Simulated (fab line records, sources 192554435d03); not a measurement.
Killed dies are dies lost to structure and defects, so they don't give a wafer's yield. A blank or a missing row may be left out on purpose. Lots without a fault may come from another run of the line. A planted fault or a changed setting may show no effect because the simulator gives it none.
Chamber matching | flow n5_finfet | N5_GATE_CUT_SAC_CAP_01 on ald_sin-04: 4 sister chambers
The step material SiNx, target thk 24 nm, pulse time 1 s, ald cycles 480. 18 wafers are shown with their chamber, then 9 later ones without.

WAFERS WITH THEIR CHAMBER
wafer  | chamber | heater_power_w (W) | precursor_pulse_height_rel
L079.2 | 1       | 902                | 0.990
L079.3 | 0       | 768                | 1.006
L079.4 | 3       | 966                | 1.008
L081.2 | 3       | 1000               | 0.984
L081.5 | 3       | 1021               | 0.980
L081.6 | 0       | 751                | 1.013
L084.1 | 2       | 966                | 0.995
L084.3 | 0       | 752                | 1.033
L084.6 | 1       | 894                | 0.982
L085.1 | 1       | 890                | 0.976
L085.3 | 0       | 759                | 1.012
L085.6 | 1       | 894                | 0.997
L086.3 | 3       | 1014               | 0.986
L086.4 | 0       | 766                | 1.023
L086.5 | 0       | 761                | 0.995
L088.1 | 1       | 908                | 1.016
L088.3 | 2       | 941                | 0.995
L088.6 | 3       | 1012               | 0.997

SIGNATURES (means of the wafers above)
reading                    | chamber 0 | chamber 1 | chamber 2 | chamber 3 | scatter within a chamber
heater_power_w             | 759.50    | 897.60    | 953.50    | 1002.60   | 13.8
precursor_pulse_height_rel | 1.01367   | 0.99220   | 0.99500   | 0.99100   | 0.013
Rule: a wafer's distance from a chamber is the root of the sum, over the readings, of the square of ((its reading less the chamber's mean) divided by the reading's scatter). The wafer belongs to the nearest chamber; if the next one is less than 2 further off, it can't be placed. The scatter: the root of (the sum of the squares of (reading less its chamber's mean) over the shown wafers, divided by (wafers less chambers)).

WAFERS WITHOUT THEIR CHAMBER
wafer  | heater_power_w (W) | precursor_pulse_height_rel
L089.1 | 935                | 1.005
L089.3 | 782                | 0.990
L089.5 | 948                | 0.990
L091.1 | 896                | 0.993
L091.5 | 1014               | 1.011
L091.6 | 930                | 0.978
L097.4 | 946                | 1.020
L097.5 | 784                | 1.020
L097.6 | 925                | 0.996

WHICH CHAMBER EACH WENT THROUGH
wafer  | from the rows above     | in truth
L089.1 | can't be placed: 2 or 1 | 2
L089.3 | 0                       | 0
L089.5 | 2                       | 2
L091.1 | 1                       | 1
L091.5 | 3                       | 3
L091.6 | can't be placed: 2 or 1 | 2
L097.4 | 2                       | 2
L097.5 | 0                       | 0
L097.6 | can't be placed: 1 or 2 | 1
Placed correctly: 6 of 9. Can't be placed from these rows: 3 (the true chamber is among the candidates in 3). Placed wrongly: 0.
